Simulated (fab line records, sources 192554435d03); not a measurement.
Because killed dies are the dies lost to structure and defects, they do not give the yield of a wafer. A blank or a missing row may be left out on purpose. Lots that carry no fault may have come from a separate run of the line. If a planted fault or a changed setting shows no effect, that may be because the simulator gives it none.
Chamber matching -- flow n5-finfet -- cvd-co-01 running N5_BEOL_M3_PRE_CLEAN_60: 3 sister chambers
The step time 15 s. 6 wafers are shown with their chamber, then 12 later ones without.

## WAFERS, EACH WITH ITS CHAMBER
wafer,chamber,heater-power-w (W)
L088.5,2,76
L090.3,1,86
L090.6,1,88
L091.1,0,77
L091.2,2,75
L091.3,0,78

## WAFERS WITH NO CHAMBER GIVEN
wafer,heater-power-w (W)
L091.4,76
L091.5,77
L091.6,78
L092.2,76
L092.4,77
L092.6,76
L093.2,78
L093.5,87
L093.6,77
L096.2,75
L096.3,78
L096.4,74

## EACH ONE'S CHAMBER
wafer,from the rows above,in truth
L091.4,can't be placed: 2 or 0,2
L091.5,can't be placed: 0 or 2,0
L091.6,0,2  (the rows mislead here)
L092.2,can't be placed: 2 or 0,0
L092.4,can't be placed: 0 or 2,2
L092.6,can't be placed: 2 or 0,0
L093.2,0,0
L093.5,1,1
L093.6,can't be placed: 0 or 2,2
L096.2,2,2
L096.3,0,0
L096.4,2,2
Correct placement for 5 of the 12. Cannot be placed on the basis of these rows: 6; the candidates contain the true chamber in 6. Wrongly placed: 1.
How it was worked out, from the rows above alone: a wafer's distance from a chamber is the root of the sum, over the readings, of the square of ((its reading less the chamber's mean) divided by the reading's scatter). The wafer belongs to the nearest chamber; if the next one is less than 2 further off, it can't be placed. The mean given for a chamber averages the wafers shown for that chamber. The scatter is the square root of a quotient: the sum, over the shown wafers, of each reading's squared deviation from its chamber's mean, divided by wafers minus chambers.
